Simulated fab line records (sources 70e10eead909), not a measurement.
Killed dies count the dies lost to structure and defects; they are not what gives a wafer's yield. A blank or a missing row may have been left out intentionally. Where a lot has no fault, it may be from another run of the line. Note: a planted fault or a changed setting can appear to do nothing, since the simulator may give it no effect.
Matching of chambers ; flow nandHarc ; NHARC_A_STAIRCASE_ETCH_169 on rieDiel-06: 4 sister chambers
The step etches the open film in CH3F/O2, target depth 50 nm, time 107.1 s. 8 wafers are shown with their chamber, then 12 later ones without.

EACH WAFER AND ITS CHAMBER
wafer;chamber;showerheadPlenumPTorr (Torr);drypumpMotorCurrentA (A)
L080.2;1;2.40;5.6
L087.1;3;2.57;4.8
L087.5;2;2.58;5.5
L086.1;2;2.58;5.5
L086.2;3;2.57;4.8
L089.2;0;2.50;5.6
L089.5;0;2.50;5.7
L089.6;1;2.39;5.7

WAFERS WHOSE CHAMBER IS MISSING
wafer;showerheadPlenumPTorr (Torr);drypumpMotorCurrentA (A)
L088.1;2.50;5.6
L088.3;2.39;5.7
L088.6;2.58;5.5
L093.1;2.56;4.8
L093.2;2.50;5.6
L093.6;2.56;4.8
L095.1;2.57;5.5
L095.3;2.56;4.8
L095.6;2.39;5.6
L097.3;2.56;4.8
L097.4;2.38;5.7
L097.6;2.38;5.7

EACH ONE'S CHAMBER
wafer;from the rows above;in truth
L088.1;0;0
L088.3;1;1
L088.6;2;2
L093.1;3;3
L093.2;0;0
L093.6;3;3
L095.1;2;2
L095.3;3;3
L095.6;1;1
L097.3;3;3
L097.4;1;1
L097.6;1;1
Correct placement for 12 of the 12. Left unplaced by these rows: 0. Number placed wrongly: 0.
How it was worked out, from the rows above alone: a wafer's distance from a chamber is the root of the sum, over the readings, of the square of ((its reading less the chamber's mean) divided by the reading's scatter). The wafer belongs to the nearest chamber; if the next one is less than 2 further off, it can't be placed. A chamber's mean is the mean of its shown wafers. The scatter is the square root of a quotient: the sum, over the shown wafers, of each reading's squared deviation from its chamber's mean, divided by wafers minus chambers.
